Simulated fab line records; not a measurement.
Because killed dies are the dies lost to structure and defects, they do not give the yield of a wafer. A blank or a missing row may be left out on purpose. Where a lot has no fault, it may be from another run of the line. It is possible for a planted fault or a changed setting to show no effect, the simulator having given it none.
Matching of chambers | flow n5 finfet | N5_BEOL_M0_TRENCH_ETCH_107 on rie diel-06: 4 sister chambers
The step etches SiOC in C4F6/O2, target depth 32.8 nm, time 16.4 s. 14 wafers are shown with their chamber, then 7 later ones without.

## WAFERS WITH THEIR CHAMBER
wafer  | chamber | showerhead plenum p Torr (Torr) | drypump motor current A (A) | throttle valve pct (%)
L074.1 | 0       | 3.04                            | 5.7                         | 20.69
L074.4 | 2       | 2.94                            | 5.6                         | 21.30
L074.6 | 3       | 2.77                            | 5.6                         | 20.95
L076.1 | 2       | 2.94                            | 5.5                         | 21.30
L076.3 | 0       | 3.03                            | 5.7                         | 20.72
L076.5 | 3       | 2.77                            | 5.6                         | 20.96
L082.1 | 2       | 2.94                            | 5.6                         | 21.30
L082.4 | 3       | 2.77                            | 5.6                         | 20.98
L082.6 | 0       | 3.03                            | 5.7                         | 20.73
L086.3 | 3       | 2.76                            | 5.6                         | 21.00
L086.4 | 2       | 2.93                            | 5.6                         | 21.33
L086.6 | 1       | 2.78                            | 6.3                         | 20.56
L088.3 | 3       | 2.76                            | 5.6                         | 21.00
L088.4 | 2       | 2.93                            | 5.5                         | 21.33

SIGNATURES (means of the wafers above)
reading                  | chamber 0 | chamber 1 | chamber 2 | chamber 3 | scatter within a chamber
showerhead plenum p Torr | 3.0333    | 2.7800    | 2.9360    | 2.7660    | 0.00554
drypump motor current A  | 5.700     | 6.300     | 5.560     | 5.600     | 0.0346
throttle valve pct       | 20.7133   | 20.5600   | 21.3120   | 20.9780   | 0.0201
Rule: for each reading, subtract the chamber's mean from the wafer's reading, divide by that reading's scatter and square the result; add these up over the readings and take the root, which gives the wafer's distance from the chamber. The wafer belongs to the nearest chamber; if the next one is less than 2 further off, it can't be placed. The scatter is the square root of a quotient: the sum, over the shown wafers, of each reading's squared deviation from its chamber's mean, divided by wafers minus chambers.

## WAFERS WITHOUT THEIR CHAMBER
wafer  | showerhead plenum p Torr (Torr) | drypump motor current A (A) | throttle valve pct (%)
L088.6 | 3.02                            | 5.7                         | 20.75
L090.2 | 2.78                            | 6.3                         | 20.57
L090.5 | 3.02                            | 5.7                         | 20.76
L090.6 | 2.78                            | 6.3                         | 20.57
L094.2 | 3.01                            | 5.7                         | 20.77
L094.3 | 2.78                            | 6.3                         | 20.57
L094.6 | 3.02                            | 5.7                         | 20.77

## CHAMBER TAKEN BY EACH
wafer  | from the rows above | in truth
L088.6 | 0                   | 0
L090.2 | 1                   | 1
L090.5 | 0                   | 0
L090.6 | 1                   | 1
L094.2 | 0                   | 0
L094.3 | 1                   | 1
L094.6 | 0                   | 0
7 of 7 placed correctly. Left unplaced by these rows: 0. Number placed wrongly: 0.
